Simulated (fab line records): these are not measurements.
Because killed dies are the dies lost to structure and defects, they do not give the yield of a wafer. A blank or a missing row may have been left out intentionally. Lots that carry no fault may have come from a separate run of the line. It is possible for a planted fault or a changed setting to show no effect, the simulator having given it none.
Chamber matching | flow n5_finfet | N5_BEOL_M7_STRIP_67 on rie_diel-04 has 4 sister chambers
The step strips in CF4. 4 wafers are shown with their chamber, then 7 later ones without.

EACH WAFER AND ITS CHAMBER
wafer  | chamber | showerhead_plenum_p_Torr (Torr)
L074.1 | 1       | 1.82
L085.3 | 2       | 1.78
L086.1 | 3       | 1.89
L086.3 | 0       | 1.68

WAFERS WITHOUT THEIR CHAMBER
wafer  | showerhead_plenum_p_Torr (Torr)
L086.5 | 1.68
L087.1 | 1.78
L087.3 | 1.68
L087.6 | 1.78
L093.2 | 1.89
L093.3 | 1.78
L093.5 | 1.81

EACH ONE'S CHAMBER
wafer  | from the rows above | in truth
L086.5 | 0                   | 0
L087.1 | 2                   | 2
L087.3 | 0                   | 0
L087.6 | 2                   | 2
L093.2 | 3                   | 3
L093.3 | 2                   | 2
L093.5 | 1                   | 1
Correct placement for 7 of the 7. Number that these rows cannot place: 0. Placed wrongly: 0.
How it was worked out, from the rows above alone: a wafer's distance from a chamber is the root of the sum, over the readings, of the square of ((its reading less the chamber's mean) divided by the reading's scatter). If the next closest chamber is less than 2 further off than the closest, the wafer can't be placed; otherwise it belongs to the closest. The mean given for a chamber averages the wafers shown for that chamber. The scatter: with one shown wafer a chamber, the root of the mean of the squares of how far each hidden wafer lies from its nearest shown one.
